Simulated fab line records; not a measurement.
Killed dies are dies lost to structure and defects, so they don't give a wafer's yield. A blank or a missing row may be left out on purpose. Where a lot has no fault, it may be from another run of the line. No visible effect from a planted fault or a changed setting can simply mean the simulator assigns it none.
fab line records ; flow nand_harc
record: lots: 6; wafers: 18; last_day: 31
route steps=1302 shown P_GATE@185 END@1302
lots that met no fault: from a run of the same line without faults
start_h: hours from the record's first day to the start of the lot's first wafer shown ; wait_h: hours from the lot's prior step to this one ; " unchanged from the row above ; L1.1+2: a single row standing in for several wafers ; - either no value or no given start ; * or withheld: withheld ; < > ~ a bound
route shown NAME@n: names a module that has steps shown in the file, with the first one's number in the route ; usual: mean/standard deviation taken from wafers without a fault ; same: alike in all rows ; chamber/n: place in a boat ; sites: each site's reading ; _std_site: the standard deviation of these ; _edge_site: mean of outer sites minus mean of inner sites ; radius_mm: for every site, how far away it sits from the centre of the wafer ; mask NAME#n: copy n ; behind: the tool/chamber that last shaped the wafer ; hold: the reason the lot was held/the length of the hold in hours/how it ended ; device: which transistor (n, p or np) failed to switch ; end of line: tests run on the same wafers once the route is complete ; a step with no rows: only its recipe ; killed: dies that structure and defects cost at the first sort, which is not the same as the wafer's yield ; map: per-die view of a wafer (x killed, . not killed, _ where there is no die)
set.NAME: the setting the step ran with; set.NAME@STEP: the setting that earlier step ran with ; model.NAME: the simulator's own value behind a step, which no gauge read
certain route steps with their lots: each step a table, each wafer a row
services: a tool's chamber out of use, with start hour (start_h, from the record's first day; less than 0 if before it), hours out, and reason
== steps ==
step: NHARC_P_GATE_CD_MEAS_59
recipe: target_cd_nm: 720; landing_energy_ev: 500
usual: cd_nm: 719.3/1.5
lot.wafer;tool;chamber;start_h;wait_h;cd_nm
L192.3;cd_sem-02;0;151.04;-;719.7
L192.5;cd_sem-02;0;151.04;-;721.3
L192.6;cd_sem-02;0;151.04;-;718.0
L194.1;cd_sem-02;0;174.00;-;720.3
L194.2;cd_sem-02;0;174.00;-;721.4
L194.4;cd_sem-02;0;174.00;-;719.8
L195.2;cd_sem-02;0;182.28;-;718.7
L195.4;cd_sem-02;0;182.28;-;719.9
L195.6;cd_sem-02;0;182.28;-;720.9
L196.1;cd_sem-03;0;195.97;-;718.4
L196.2;cd_sem-03;0;195.97;-;719.8
L196.3;cd_sem-03;0;195.97;-;715.4
L197.1;cd_sem-01;0;203.96;-;717.4
L197.3;cd_sem-01;0;203.96;-;720.3
L197.4;cd_sem-01;0;203.96;-;718.8
L204.4;cd_sem-02;0;273.72;-;719.3
L204.5;cd_sem-02;0;273.72;-;717.4
L204.6;cd_sem-02;0;273.72;-;719.5
step: NHARC_P_GATE_HARDBAKE_60
recipe: temp_c: 125; time_s: 80
step: NHARC_P_GATE_DESCUM_61
recipe: time_s: 3; o2_flow_sccm: 200; ar_flow_sccm: 0; bias_power_w: 0; chemistry: O2
usual: drypump_motor_current_A: 5.6/0.55; oes_product_au: 0.998/0.0071; rf_vpp_V: 57.8/0.91; showerhead_plenum_p_Torr: 1.95/0.067; throttle_valve_pct: 11.312/0.01
lot.wafer;tool;chamber;start_h;wait_h;drypump_motor_current_A;oes_product_au;rf_hours_counter_h;rf_vpp_V;showerhead_plenum_p_Torr;throttle_valve_pct
L192.3;rie_diel-02;0;151.19;-;5.8;0.987;3.0;58.0;1.92;11.297
L192.6;rie_diel-02;0;151.19;-;5.8;0.988;-;58.2;1.92;11.307
L192.5;rie_diel-02;1;151.19;-;5.1;1.000;-;58.9;2.03;11.318
L194.2;rie_diel-02;2;174.16;-;6.4;0.993;5.8;57.4;1.97;11.316
L194.4;rie_diel-02;0;174.16;-;5.8;0.984;5.8;57.6;1.92;11.314
L194.1;rie_diel-02;1;174.16;-;5.1;0.987;6.7;58.4;2.03;11.308
L195.2;rie_diel-02;0;182.44;-;5.9;0.992;6.0;56.8;1.92;11.313
L195.6;rie_diel-02;0;182.44;-;5.8;0.995;-;57.5;1.92;11.304
L195.4;rie_diel-02;3;182.44;-;6.3;1.003;-;58.2;2.06;11.296
L196.2;rie_diel-04;0;196.13;-;4.9;1.000;0.6;57.6;1.87;11.306
L196.1;rie_diel-04;1;196.13;-;5.6;1.000;0.7;57.0;1.93;11.324
L196.3;rie_diel-04;2;196.13;-;5.0;1.001;0.8;58.5;1.99;11.312
L197.3;rie_diel-04;2;204.12;-;5.0;0.994;2.2;58.1;1.99;11.325
L197.4;rie_diel-04;3;204.12;-;5.9;1.002;2.1;57.7;2.01;11.303
L197.1;rie_diel-04;0;204.12;-;4.9;0.993;2.2;57.1;1.87;11.307
L204.4;rie_diel-04;1;273.89;-;5.6;0.994;5.6;57.0;1.93;11.315
L204.6;rie_diel-04;3;273.89;-;5.9;0.997;-;60.3;2.01;11.304
L204.5;rie_diel-04;0;273.89;-;4.9;0.995;-;58.1;1.87;11.325
step: NHARC_P_GATE_IMPLANT_62
recipe: energy_kev: 20; dose_cm2: 3e+15; tilt_deg: 7
step: NHARC_P_GATE_STRIP_112
recipe: power_w: 1500; temp_c: 110; time_s: 200; chemistry: N2/H2
usual: drypump_motor_current_A: 6.1/0.41; heater_power_w: 85/5.8
lot.wafer;tool;chamber;start_h;wait_h;drypump_motor_current_A;heater_power_w;rf_hours_counter_h
L192.3;plasma_asher-01;0;151.66;0.2;5.7;84;-
L192.5;plasma_asher-01;0;151.66;0.2;5.7;85;-
L192.6;plasma_asher-01;1;151.66;0.2;5.5;73;-
L194.2;plasma_asher-01;1;174.53;0.2;5.5;74;0
L194.1;plasma_asher-01;0;174.53;0.2;5.7;88;0
L194.4;plasma_asher-01;0;174.53;0.2;5.7;87;-
L195.2;plasma_asher-02;0;182.84;0.2;6.4;93;21
L195.4;plasma_asher-02;0;182.84;0.2;6.4;92;-
L195.6;plasma_asher-02;1;182.84;0.2;6.5;85;-
L196.1;plasma_asher-01;0;196.51;0.2;5.7;84;4
L196.2;plasma_asher-01;1;196.51;0.2;5.5;74;4
L196.3;plasma_asher-01;0;196.51;0.2;5.7;87;-
L197.1;plasma_asher-02;1;204.53;0.2;6.4;88;24
L197.3;plasma_asher-02;0;204.53;0.2;6.4;93;-
L197.4;plasma_asher-02;1;204.53;0.2;6.4;84;-
L204.4;plasma_asher-02;1;274.33;0.2;6.4;88;-
L204.5;plasma_asher-02;1;274.33;0.2;6.4;84;-
L204.6;plasma_asher-02;0;274.33;0.2;6.5;86;-
step: NHARC_P_GATE_STRIP_76
recipe: power_w: 1500; temp_c: 250; chemistry: O2
step: NHARC_P_GATE_STRIP_63
recipe: time_s: 900; temp_c: 130; chemistry: SPM
step: NHARC_P_GATE_DEHYDRATE_83
recipe: temp_c: 150; time_s: 120
step: NHARC_P_GATE_HMDS_84
recipe: time_s: 30
step: NHARC_P_GATE_COAT_85
recipe: spin_rpm: 3000
step: NHARC_P_GATE_SOFTBAKE_86
recipe: temp_c: 122; time_s: 95
step: NHARC_P_GATE_EBR_87
step: NHARC_P_GATE_EXPOSE_88
recipe: na: 0.6; target_cd_nm: 2000; dose_mj: 11.87; mask_id: P_HVN
usual: exposure_dose_mJ_cm2: 11.868/0.013; focus_offset_nm: 0.0/0.61
lot.wafer;tool;chamber;start_h;wait_h;mask;exposure_dose_mJ_cm2;focus_offset_nm
L192.3;krf_scanner-03;0;152.61;-;P_HVN#0;11.874;0.2
L192.5;krf_scanner-03;0;152.61;-;P_HVN#0;11.878;0.5
L192.6;krf_scanner-03;0;152.61;-;P_HVN#0;11.882;0.6
L194.1;krf_scanner-02;0;175.55;-;P_HVN#0;11.869;-0.3
L194.2;krf_scanner-02;0;175.55;-;P_HVN#0;11.870;0.2
L194.4;krf_scanner-02;0;175.55;-;P_HVN#0;11.862;0.4
L195.2;krf_scanner-02;-;183.73;-;P_HVN#0;-;-
L195.4;krf_scanner-02;-;183.73;-;P_HVN#0;-;-
L195.6;krf_scanner-02;-;183.73;-;P_HVN#0;-;-
L196.1;krf_scanner-03;-;197.54;-;P_HVN#0;-;-
L196.2;krf_scanner-03;-;197.54;-;P_HVN#0;-;-
L196.3;krf_scanner-03;-;197.54;-;P_HVN#0;-;-
L197.1;krf_scanner-04;0;205.51;-;P_HVN#0;11.853;1.0
L197.3;krf_scanner-04;0;205.51;-;P_HVN#0;11.860;0.2
L197.4;krf_scanner-04;0;205.51;-;P_HVN#0;11.850;0.8
L204.4;krf_scanner-02;0;275.28;-;P_HVN#0;11.881;0.9
L204.5;krf_scanner-02;0;275.28;-;P_HVN#0;11.854;-0.2
L204.6;krf_scanner-02;0;275.28;-;P_HVN#0;11.876;0.4
step: NHARC_P_GATE_PEB_89
recipe: peb_temp_c: 118; peb_time_s: 85
step: NHARC_P_GATE_DEVELOP_90
recipe: time_s: 70
step: NHARC_P_GATE_CD_MEAS_91
recipe: target_cd_nm: 2000; landing_energy_ev: 500
usual: cd_nm: 1999.8/1.1
lot.wafer;tool;chamber;start_h;wait_h;cd_nm
L192.3;cd_sem-03;0;152.76;-;2000.2
L192.5;cd_sem-03;0;152.76;-;2001.2
L192.6;cd_sem-03;0;152.76;-;1997.4
L194.1;cd_sem-02;0;175.70;-;1999.1
L194.2;cd_sem-02;0;175.70;-;1997.1
L194.4;cd_sem-02;0;175.70;-;1999.1
L195.2;cd_sem-01;0;183.89;-;-
L195.4;cd_sem-01;0;183.89;-;-
L195.6;cd_sem-01;0;183.89;-;-
L196.1;cd_sem-02;0;197.69;-;-
L196.2;cd_sem-02;0;197.69;-;-
L196.3;cd_sem-02;0;197.69;-;-
L197.1;cd_sem-01;0;205.67;-;1999.5
L197.3;cd_sem-01;0;205.67;-;2000.0
L197.4;cd_sem-01;0;205.67;-;1998.7
L204.4;cd_sem-02;0;275.42;-;1999.7
L204.5;cd_sem-02;0;275.42;-;2000.4
L204.6;cd_sem-02;0;275.42;-;2000.6
step: NHARC_P_GATE_HARDBAKE_92
recipe: temp_c: 125; time_s: 80
step: NHARC_P_GATE_DESCUM_93
recipe: time_s: 3; o2_flow_sccm: 200; ar_flow_sccm: 0; bias_power_w: 0; chemistry: O2
usual: drypump_motor_current_A: 5.8/0.53; oes_product_au: 0.998/0.0078; rf_vpp_V: 58.1/0.84; showerhead_plenum_p_Torr: 1.95/0.073; throttle_valve_pct: 11.311/0.0088
lot.wafer;tool;chamber;start_h;wait_h;drypump_motor_current_A;oes_product_au;rf_hours_counter_h;rf_vpp_V;showerhead_plenum_p_Torr;throttle_valve_pct;model.P_GATE.cd_nm
L192.3;rie_diel-13;3;152.96;-;5.9;0.999;8.2;58.1;1.91;11.315;2000
L192.6;rie_diel-13;0;152.96;-;5.6;1.001;-;59.8;1.86;11.322;1998
L192.5;rie_diel-13;1;152.96;-;6.6;0.994;-;59.2;1.99;11.307;2001
L194.1;rie_diel-13;1;175.87;-;6.6;0.991;0.1;58.1;1.99;11.320;1999
L194.2;rie_diel-13;2;175.87;-;5.5;1.000;0.1;56.8;1.83;11.307;1998
L194.4;rie_diel-13;0;175.87;-;5.6;0.996;0.1;57.2;1.86;11.307;1999
L195.2;rie_diel-13;1;184.06;-;6.6;0.990;0.2;56.9;1.99;11.284;718.8
L195.4;rie_diel-13;3;184.06;-;5.9;0.991;0.1;57.2;1.91;11.318;719.7
L195.6;rie_diel-13;1;184.06;-;6.6;1.004;-;57.4;1.99;11.301;721.3
L196.3;rie_diel-02;2;197.85;-;6.4;0.994;6.2;59.3;1.97;11.313;716.1
L196.2;rie_diel-02;3;197.85;-;6.3;0.999;4.6;57.9;2.06;11.317;719.6
L196.1;rie_diel-02;1;197.85;-;5.1;1.002;7.0;58.4;2.03;11.299;719.4
L197.1;rie_diel-02;1;205.83;-;5.0;0.990;8.1;57.3;2.03;11.311;2000
L197.3;rie_diel-02;3;205.83;-;6.3;1.000;5.7;59.1;2.06;11.313;2000
L197.4;rie_diel-02;3;205.83;-;6.3;1.001;-;59.4;2.06;11.296;1999
L204.4;rie_diel-02;1;275.61;-;5.1;0.999;2.5;57.3;2.03;11.315;2000
L204.5;rie_diel-02;2;275.61;-;6.4;1.007;-;58.2;1.97;11.322;2001
L204.6;rie_diel-02;3;275.61;-;6.3;1.000;-;58.3;2.06;11.302;2001
step: NHARC_P_GATE_IMPLANT_94
recipe: energy_kev: 60; dose_cm2: 2e+15; tilt_deg: 7
step: NHARC_P_GATE_STRIP_113
recipe: power_w: 1500; temp_c: 110; time_s: 740; chemistry: N2/H2
usual: drypump_motor_current_A: 6.1/0.42; heater_power_w: 84/5.9
lot.wafer;tool;chamber;start_h;wait_h;drypump_motor_current_A;heater_power_w;rf_hours_counter_h
L192.3;plasma_asher-02;1;154.01;0.5;6.4;86;-
L192.5;plasma_asher-02;0;154.01;0.5;6.5;91;-
L192.6;plasma_asher-02;1;154.01;0.5;6.3;84;-
L194.1;plasma_asher-02;1;176.24;0.2;6.4;87;20
L194.2;plasma_asher-02;0;176.24;0.2;6.4;92;20
L194.4;plasma_asher-02;1;176.24;0.2;6.4;83;-
L195.2;plasma_asher-01;1;184.54;0.3;5.5;73;1
L195.4;plasma_asher-01;1;184.54;0.3;5.5;75;-
L195.6;plasma_asher-01;1;184.54;0.3;5.5;75;-
L196.1;plasma_asher-01;1;198.25;0.2;5.5;74;4
L196.2;plasma_asher-01;0;198.25;0.2;5.7;87;4
L196.3;plasma_asher-01;0;198.25;0.2;5.7;88;-
L197.1;plasma_asher-01;1;206.23;0.2;5.5;73;6
L197.4;plasma_asher-01;1;206.23;0.2;5.5;73;-
L197.3;plasma_asher-01;0;206.23;0.2;5.7;88;-
L204.4;plasma_asher-02;1;276.18;0.3;6.4;89;-
L204.5;plasma_asher-02;1;276.18;0.3;6.4;85;-
L204.6;plasma_asher-02;0;276.18;0.3;6.4;84;-
step: NHARC_P_GATE_STRIP_95
recipe: power_w: 1500; temp_c: 250; chemistry: O2
usual: drypump_motor_current_A: 6.1/0.42; heater_power_w: 316/22
lot.wafer;tool;chamber;start_h;wait_h;drypump_motor_current_A;heater_power_w;rf_hours_counter_h
L192.3;plasma_asher-02;1;154.40;0.3;6.4;323;-
L192.5;plasma_asher-02;0;154.40;0.3;6.4;348;-
L192.6;plasma_asher-02;1;154.40;0.3;6.4;313;-
L194.1;plasma_asher-02;1;176.97;0.6;6.4;331;20
L194.2;plasma_asher-02;0;176.97;0.6;6.5;338;20
L194.4;plasma_asher-02;1;176.97;0.6;6.4;319;-
L195.2;plasma_asher-01;1;185.14;0.5;5.5;274;2
L195.4;plasma_asher-01;1;185.14;0.5;5.5;276;-
L195.6;plasma_asher-01;1;185.14;0.5;5.5;279;-
L196.1;plasma_asher-01;1;198.97;0.6;5.5;270;5
L196.2;plasma_asher-01;0;198.97;0.6;5.7;326;5
L196.3;plasma_asher-01;0;198.97;0.6;5.7;328;-
L197.1;plasma_asher-01;1;208.32;2.0;5.4;275;7
L197.4;plasma_asher-01;1;208.32;2.0;5.5;277;-
L197.3;plasma_asher-01;0;208.32;2.0;5.7;336;-
L204.4;plasma_asher-02;1;276.69;0.4;6.4;326;-
L204.5;plasma_asher-02;1;276.69;0.4;6.5;327;-
L204.6;plasma_asher-02;0;276.69;0.4;6.4;318;-
step: NHARC_P_GATE_STRIP_96
recipe: time_s: 900; temp_c: 130; chemistry: SPM
step: NHARC_P_GATE_RTA_64
recipe: temp_c: 1050; time_s: 1
step: NHARC_P_GATE_ETCH_77
recipe: target_depth_a: 60; chemistry: dHF; material: SiO2
step: NHARC_P_GATE_DEGAS_109
recipe: temp_c: 300; time_s: 60
usual: heater_power_w: 471/47
lot.wafer;tool;chamber;start_h;wait_h;heater_power_w
L192.3;pvd_sputter-03;-;155.26;0.1;529
L192.6;pvd_sputter-03;-;155.26;0.1;437
L192.5;pvd_sputter-03;-;155.26;0.1;423
L194.2;pvd_sputter-01;-;177.83;0.1;479
L194.1;pvd_sputter-01;-;177.83;0.1;471
L194.4;pvd_sputter-01;-;177.83;0.1;454
L195.4;pvd_sputter-02;-;186.00;0.1;426
L195.2;pvd_sputter-02;-;186.00;0.1;487
L195.6;pvd_sputter-02;-;186.00;0.1;430
L196.3;pvd_sputter-03;-;199.84;0.1;428
L196.2;pvd_sputter-03;-;199.84;0.1;417
L196.1;pvd_sputter-03;-;199.84;0.1;514
L197.1;pvd_sputter-03;-;209.19;0.1;533
L197.3;pvd_sputter-03;-;209.19;0.1;422
L197.4;pvd_sputter-03;-;209.19;0.1;423
L204.4;pvd_sputter-02;-;277.55;0.1;430
L204.6;pvd_sputter-02;-;277.55;0.1;485
L204.5;pvd_sputter-02;-;277.55;0.1;435
step: NHARC_P_GATE_PRE_CLEAN_110
recipe: time_s: 30; bias_v: 200; gas: Ar
step: NHARC_P_GATE_SPUTTER_78
recipe: target_thk_a: 100; material: Ni
step: NHARC_P_GATE_SPUTTER_79
recipe: target_thk_a: 100; material: TiN
step: NHARC_P_GATE_RTA_80
recipe: temp_c: 300; time_s: 30
step: NHARC_P_GATE_STRIP_67
recipe: time_s: 600; temp_c: 130; chemistry: SPM
step: NHARC_P_GATE_RTA_82
recipe: temp_c: 450; time_s: 30
step: NHARC_P_GATE_INSPECT_68
usual: raw_defect_count: 211/66
lot.wafer;tool;chamber;start_h;wait_h;raw_defect_count
L192.3;defect_inspect-02;-;156.19;0.1;179
L192.5;defect_inspect-02;-;156.19;0.1;238
L192.6;defect_inspect-02;-;156.19;0.1;147
L194.1;defect_inspect-02;-;178.79;0.2;342
L194.2;defect_inspect-02;-;178.79;0.2;395
L194.4;defect_inspect-02;-;178.79;0.2;315
L195.2;defect_inspect-02;-;186.96;0.1;1271
L195.4;defect_inspect-02;-;186.96;0.1;1190
L195.6;defect_inspect-02;-;186.96;0.1;1274
L196.1;defect_inspect-02;-;200.79;0.2;1341
L196.2;defect_inspect-02;-;200.79;0.2;1232
L196.3;defect_inspect-02;-;200.79;0.2;1280
L197.1;defect_inspect-01;-;210.15;0.2;227
L197.3;defect_inspect-01;-;210.15;0.2;263
L197.4;defect_inspect-01;-;210.15;0.2;220
L204.4;defect_inspect-02;-;278.50;0.1;202
L204.5;defect_inspect-02;-;278.50;0.1;209
L204.6;defect_inspect-02;-;278.50;0.1;185
step: NHARC_END_SORT_01
recipe: temp_c: 25
usual: killed_at_array: 59/17; killed_at_other: 0.7/0.9; killed_at_periphery: 3.6/2.3; killed_dies: 63/18; killed_open: 3.4/1.9; killed_short: 2.6/1.7
same: gross_dies: 677
lot.wafer;tool;chamber;start_h;wait_h;killed_at_array;killed_at_other;killed_at_periphery;killed_dies;killed_open;killed_short
L195.2;prober-02;0;630.84;2.8;74;1;602;677;2;0
L195.4;prober-02;0;632.46;3.4;82;0;595;677;3;2
L195.6;prober-02;0;634.08;4.0;68;0;609;677;3;3
L196.1;prober-01;0;658.06;2.5;91;0;586;677;7;2
L196.2;prober-01;0;658.87;2.8;102;1;574;677;2;3
L196.3;prober-01;0;659.67;3.1;97;2;578;677;4;1
killed by level:class
L195.2 P_GATE:area_expose=596 A_CHANNEL_HOLE_D2:chamber_film_flake=37 A_CHANNEL_HOLE_D1:chamber_film_flake=30 A_STAIRCASE:chamber_film_flake=3 P_M0:geometric_particle:open=2 P_GATE:chamber_film_flake=2 P_BONDPAD:chamber_film_flake=2 A_ZERO_WELL:chamber_film_flake=1
L195.4 P_GATE:area_expose=593 A_CHANNEL_HOLE_D1:chamber_film_flake=38 A_CHANNEL_HOLE_D2:chamber_film_flake=35 A_WL_FILL:geometric_particle:open=2 A_STAIRCASE:chamber_film_flake=2 P_CONTACT:geometric_particle:short=1 A_DECK1_JOINT:geometric_particle:open=1 A_CHANNEL_FILL_D2:geometric_particle:short=1
L195.6 P_GATE:area_expose=604 A_CHANNEL_HOLE_D2:chamber_film_flake=36 A_CHANNEL_HOLE_D1:chamber_film_flake=19 A_CONTACT:chamber_film_flake=4 P_BONDPAD:chamber_film_flake=2 A_ZERO_WELL:chamber_film_flake=2 A_STAIRCASE:chamber_film_flake=2 P_STI:geometric_particle:short=1
L196.1 P_GATE:area_expose=583 A_CHANNEL_HOLE_D1:chamber_film_flake=30 A_SLIT:chamber_film_flake=25 A_CHANNEL_HOLE_D2:chamber_film_flake=16 A_STAIRCASE:chamber_film_flake=5 A_ONON_D2:geometric_particle:open=3 A_CONTACT:chamber_film_flake=3 P_CONTACT:chamber_film_flake=2
L196.2 P_GATE:area_expose=564 A_CHANNEL_HOLE_D1:chamber_film_flake=34 A_SLIT:chamber_film_flake=34 A_CHANNEL_HOLE_D2:chamber_film_flake=18 P_CONTACT:chamber_film_flake=10 A_M1:chamber_film_flake=4 A_STAIRCASE:chamber_film_flake=3 A_CONTACT:chamber_film_flake=3
L196.3 P_GATE:area_expose=572 A_CHANNEL_HOLE_D1:chamber_film_flake=38 A_SLIT:chamber_film_flake=33 A_CHANNEL_HOLE_D2:chamber_film_flake=13 P_CONTACT:chamber_film_flake=6 A_STAIRCASE:chamber_film_flake=3 A_M1:chamber_film_flake=3 A_WL_FILL:geometric_particle:open=2
map L195.2 (x killed, . not)
____________x____________
_________xxxxxxx_________
_______xxxxxxxxxxx_______
______xxxxxxxxxxxxx______
_____xxxxxxxxxxxxxxx_____
____xxxxxxxxxxxxxxxxx____
____xxxxxxxxxxxxxxxxx____
___xxxxxxxxxxxxxxxxxxx___
___xxxxxxxxxxxxxxxxxxx___
__xxxxxxxxxxxxxxxxxxxxx__
__xxxxxxxxxxxxxxxxxxxxx__
_xxxxxxxxxxxxxxxxxxxxxxx_
_xxxxxxxxxxxxxxxxxxxxxxx_
_xxxxxxxxxxxxxxxxxxxxxxx_
_xxxxxxxxxxxxxxxxxxxxxxx_
_xxxxxxxxxxxxxxxxxxxxxxx_
xxxxxxxxxxxxxxxxxxxxxxxxx
xxxxxxxxxxxxxxxxxxxxxxxxx
xxxxxxxxxxxxxxxxxxxxxxxxx
xxxxxxxxxxxxxxxxxxxxxxxxx
xxxxxxxxxxxxxxxxxxxxxxxxx
_xxxxxxxxxxxxxxxxxxxxxxx_
_xxxxxxxxxxxxxxxxxxxxxxx_
_xxxxxxxxxxxxxxxxxxxxxxx_
_xxxxxxxxxxxxxxxxxxxxxxx_
_xxxxxxxxxxxxxxxxxxxxxxx_
__xxxxxxxxxxxxxxxxxxxxx__
__xxxxxxxxxxxxxxxxxxxxx__
___xxxxxxxxxxxxxxxxxxx___
___xxxxxxxxxxxxxxxxxxx___
____xxxxxxxxxxxxxxxxx____
____xxxxxxxxxxxxxxxxx____
_____xxxxxxxxxxxxxxx_____
______xxxxxxxxxxxxx______
_______xxxxxxxxxxx_______
_________xxxxxxx_________
____________x____________
map L196.1 (x killed, . not)
____________x____________
_________xxxxxxx_________
_______xxxxxxxxxxx_______
______xxxxxxxxxxxxx______
_____xxxxxxxxxxxxxxx_____
____xxxxxxxxxxxxxxxxx____
____xxxxxxxxxxxxxxxxx____
___xxxxxxxxxxxxxxxxxxx___
___xxxxxxxxxxxxxxxxxxx___
__xxxxxxxxxxxxxxxxxxxxx__
__xxxxxxxxxxxxxxxxxxxxx__
_xxxxxxxxxxxxxxxxxxxxxxx_
_xxxxxxxxxxxxxxxxxxxxxxx_
_xxxxxxxxxxxxxxxxxxxxxxx_
_xxxxxxxxxxxxxxxxxxxxxxx_
_xxxxxxxxxxxxxxxxxxxxxxx_
xxxxxxxxxxxxxxxxxxxxxxxxx
xxxxxxxxxxxxxxxxxxxxxxxxx
xxxxxxxxxxxxxxxxxxxxxxxxx
xxxxxxxxxxxxxxxxxxxxxxxxx
xxxxxxxxxxxxxxxxxxxxxxxxx
_xxxxxxxxxxxxxxxxxxxxxxx_
_xxxxxxxxxxxxxxxxxxxxxxx_
_xxxxxxxxxxxxxxxxxxxxxxx_
_xxxxxxxxxxxxxxxxxxxxxxx_
_xxxxxxxxxxxxxxxxxxxxxxx_
__xxxxxxxxxxxxxxxxxxxxx__
__xxxxxxxxxxxxxxxxxxxxx__
___xxxxxxxxxxxxxxxxxxx___
___xxxxxxxxxxxxxxxxxxx___
____xxxxxxxxxxxxxxxxx____
____xxxxxxxxxxxxxxxxx____
_____xxxxxxxxxxxxxxx_____
______xxxxxxxxxxxxx______
_______xxxxxxxxxxx_______
_________xxxxxxx_________
____________x____________
== services ==
tool;chamber;start_h;hours;kind
krf_scanner-03;-;129.01;1.3;repair
krf_scanner-04;-;129.52;0.5;repair
rie_diel-13;2;134.50;3.9;repair
rie_diel-13;-;141.26;5.3;repair
pvd_sputter-02;-;143.74;1.8;repair
rie_diel-04;0;150.28;12.6;repair
rie_diel-02;1;152.09;4.5;repair
pvd_sputter-03;-;160.50;3.6;repair
plasma_asher-01;-;165.00;9.0;pm
rie_diel-13;-;165.00;9.0;pm
pvd_sputter-03;-;170.00;10.0;pm
rie_diel-02;1;176.49;7.0;repair
rie_diel-04;-;177.90;9.0;pm
pvd_sputter-03;-;181.10;6.1;repair
rie_diel-02;0;197.40;27.1;repair
rie_diel-02;-;216.80;9.0;pm
krf_scanner-03;-;224.00;4.0;pm
rie_diel-04;2;236.62;2.5;repair
rie_diel-04;0;243.84;4.1;repair
plasma_asher-02;-;249.07;9.0;pm
rie_diel-04;2;249.23;6.3;repair
rie_diel-02;0;253.71;6.0;repair
krf_scanner-02;-;257.82;2.0;repair
krf_scanner-02;-;266.00;4.0;pm
== key ==
first_sign: step: NHARC_P_GATE_EXPOSE_88; reading: tool_record; direction: missing
effect: step: NHARC_P_GATE_CD_MEAS_91; reading: cd_nm; direction: missing
effect: step: NHARC_P_GATE_INSPECT_68; reading: raw_defect_count; direction: up; sigmas: 16; usual: 211; struck: 1265
effect: step: NHARC_END_SORT_01; reading: killed_at_periphery; direction: up; sigmas: 99+; usual: 3.6; struck: 590.7
model_effect: step: NHARC_P_GATE_DESCUM_93; value: P_GATE.cd_nm; without: 2000; struck: 719.1
more_kills_born_at: NHARC_P_GATE_EXPOSE_88@krf_scanner-02: 1793; NHARC_P_GATE_EXPOSE_88@krf_scanner-03: 1719
met_at NHARC_P_GATE_EXPOSE_88
struck_wafers L195.2,L195.4,L195.6,L196.1,L196.2,L196.3
later_rows_left_out L195.2,L195.4,L195.6,L196.1,L196.2,L196.3
tester_left_out L195,L196
onset_between 175.55 183.73
fault: kind: skipped_step_whole; tool: krf_scanner-02,krf_scanner-03; chamber: -; onset_h: 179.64; steps: NHARC_P_GATE_EXPOSE_88; scope: struck_lots_only
tester_left_out: of these lots the tester's yield and bins aren't shown, on N5 and GAA mostly nor the transistor test; their killed dies are dies lost to structure and defects alone, not to doping, threshold or leakage, so they don't give the yield
later_rows_left_out: the simulator's readings of these wafers behind a module that went badly wrong aren't trusted and aren't shown, but for the sort
